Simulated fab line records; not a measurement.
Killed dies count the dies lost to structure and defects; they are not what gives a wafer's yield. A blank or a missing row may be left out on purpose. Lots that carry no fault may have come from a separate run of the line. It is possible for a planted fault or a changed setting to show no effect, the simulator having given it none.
Which tool was responsible? ; flow nand-harc ; 6 lots with 17 wafers sampled at 5 steps, on a route of 1159 steps

== WHAT EACH GAUGE READ, for each wafer ==
NHARC_END_SORT_01.
lot;measured;on;killed-at-array
L858;day 24 05:10;prober-02;32 42 41

== WHAT TOOL EACH LOT RAN ON (gives the tool, then ch and the chambers of the sampled wafers, and finally the start) ==
lot;NHARC_A_CHANNEL_FILL_D1_ALD_03;NHARC_A_CHANNEL_FILL_D1_ETCHBACK_08;NHARC_A_STAIRCASE_ETCH_169;NHARC_A_STAIRCASE_ETCH_170
L838;ald-sin-batch-02 ch 0, day 11 03:22 or earlier;rie-diel-11 ch 1,3, day 11 03:22 or earlier;rie-diel-01 ch 1,2, day 11 03:22;rie-diel-01 ch 1,3, day 11 03:28
L843;ald-sin-batch-02 ch 0, day 11 23:23 or earlier;rie-diel-11 ch 1,3, day 11 23:23 or earlier;rie-diel-02 ch 0,3, day 11 23:23;rie-diel-02 ch 0,3, day 11 23:32
L847;ald-sin-batch-01 ch 0, day 13 12:14 or earlier;rie-diel-11 ch 0,1,3, day 13 12:14 or earlier;rie-diel-02 ch 1,2, day 13 12:14;rie-diel-02 ch 0,2,3, day 13 12:22
L855;ald-sin-batch-01 ch 0, day 14 15:00 or earlier;rie-diel-12 ch 0,3, day 14 15:00 or earlier;rie-diel-04 ch 0,1, day 14 15:00;rie-diel-04 ch 1,3, day 14 15:08
L858;ald-sin-batch-03 ch 0, day 15 22:13 or earlier;rie-diel-11 ch 1,2,3, day 15 22:13 or earlier;rie-diel-01 ch 0,2,3, day 15 22:13;rie-diel-01 ch 0,1,3, day 15 22:20
L859;ald-sin-batch-02 ch 0, day 16 09:45 or earlier;rie-diel-11 ch 0,1,3, day 16 09:45 or earlier;rie-diel-02 ch 0,1, day 16 09:45;rie-diel-02 ch 1,2, day 16 09:52
- NHARC_A_CHANNEL_FILL_D1_ALD_03: deposits SiNx, target thk 6 nm, pulse time 60 s, ald cycles 58.
- NHARC_A_CHANNEL_FILL_D1_ETCHBACK_08: etches the open film in C4F8, target depth 220 nm, time 110 s.
- NHARC_A_STAIRCASE_ETCH_169: etches the open film in CH3F/O2, target depth 50 nm, time 107.1 s.
- NHARC_A_STAIRCASE_ETCH_170: etches the open film in C4F6/O2, target depth 200 nm, time 66.667 s.

== THE ANSWER, worked out from the rows above alone ==
Rule: usual is defined by the lots themselves. Put in order of their means at a reading, lots are off if they are a third of the lots or fewer, leave a main group of 4 or more, and stand apart from it by a gap of 3 or more times the standard deviation of the main group's means; of several such gaps the widest counts. Not used: any main group whose means are identical at the precision the tables above print for the reading. A lot without any number at a reading at which 4 lots or more have one is off too. All remaining lots with rows at the step are treated as sound.
None of the lots is off at any reading shown; this tells nothing.

== WHAT WAS PUT IN BY THE SIMULATOR ==
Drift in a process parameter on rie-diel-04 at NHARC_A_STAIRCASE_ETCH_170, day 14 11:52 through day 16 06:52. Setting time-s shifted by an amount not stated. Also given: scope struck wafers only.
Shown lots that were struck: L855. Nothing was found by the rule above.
